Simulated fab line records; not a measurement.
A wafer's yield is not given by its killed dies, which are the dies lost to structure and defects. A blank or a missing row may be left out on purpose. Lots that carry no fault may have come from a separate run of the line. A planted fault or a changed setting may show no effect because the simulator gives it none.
Chamber matching :: flow nand harc :: NHARC_P_M2_DEP_33 on pecvd-01 has 3 sister chambers
The step deposits SiCN, target thk 30 nm. 6 wafers are shown with their chamber, then 11 later ones without.

== EACH WAFER AND ITS CHAMBER ==
wafer: L084.3
chamber: 2
heater power w (W): 530

wafer: L084.4
chamber: 2
heater power w (W): 548

wafer: L088.2
chamber: 1
heater power w (W): 593

wafer: L088.4
chamber: 1
heater power w (W): 585

wafer: L088.5
chamber: 0
heater power w (W): 608

wafer: L089.1
chamber: 0
heater power w (W): 562

== WAFERS WITHOUT THEIR CHAMBER ==
wafer: L089.3
heater power w (W): 627

wafer: L089.4
heater power w (W): 562

wafer: L090.1
heater power w (W): 612

wafer: L090.3
heater power w (W): 508

wafer: L090.6
heater power w (W): 515

wafer: L092.3
heater power w (W): 494

wafer: L092.4
heater power w (W): 556

wafer: L092.6
heater power w (W): 457

wafer: L097.1
heater power w (W): 533

wafer: L097.4
heater power w (W): 628

wafer: L097.6
heater power w (W): 530

== EACH ONE'S CHAMBER ==
wafer: L089.3
from the rows above: can't be placed: 1 or 0
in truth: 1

wafer: L089.4
from the rows above: can't be placed: 0 or 2 or 1
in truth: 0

wafer: L090.1
from the rows above: can't be placed: 1 or 0
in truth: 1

wafer: L090.3
from the rows above: 2
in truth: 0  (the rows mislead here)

wafer: L090.6
from the rows above: 2
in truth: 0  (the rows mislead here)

wafer: L092.3
from the rows above: 2
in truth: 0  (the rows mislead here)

wafer: L092.4
from the rows above: can't be placed: 2 or 0 or 1
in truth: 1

wafer: L092.6
from the rows above: 2
in truth: 2

wafer: L097.1
from the rows above: 2
in truth: 2

wafer: L097.4
from the rows above: can't be placed: 1 or 0
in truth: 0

wafer: L097.6
from the rows above: 2
in truth: 2
3 of 11 placed correctly. Not placeable from these rows: 5 (in 5, the candidates include the true chamber). 3 placed wrongly.
How it was worked out, from the rows above alone: a wafer's distance from a chamber is the root of the sum, over the readings, of the square of ((its reading less the chamber's mean) divided by the reading's scatter). The wafer belongs to the nearest chamber; if the next one is less than 2 further off, it can't be placed. The mean given for a chamber averages the wafers shown for that chamber. How the scatter is found: for the shown wafers, subtract from each reading the mean of its chamber, square and add these, divide the total by (wafers less chambers), then take the root.
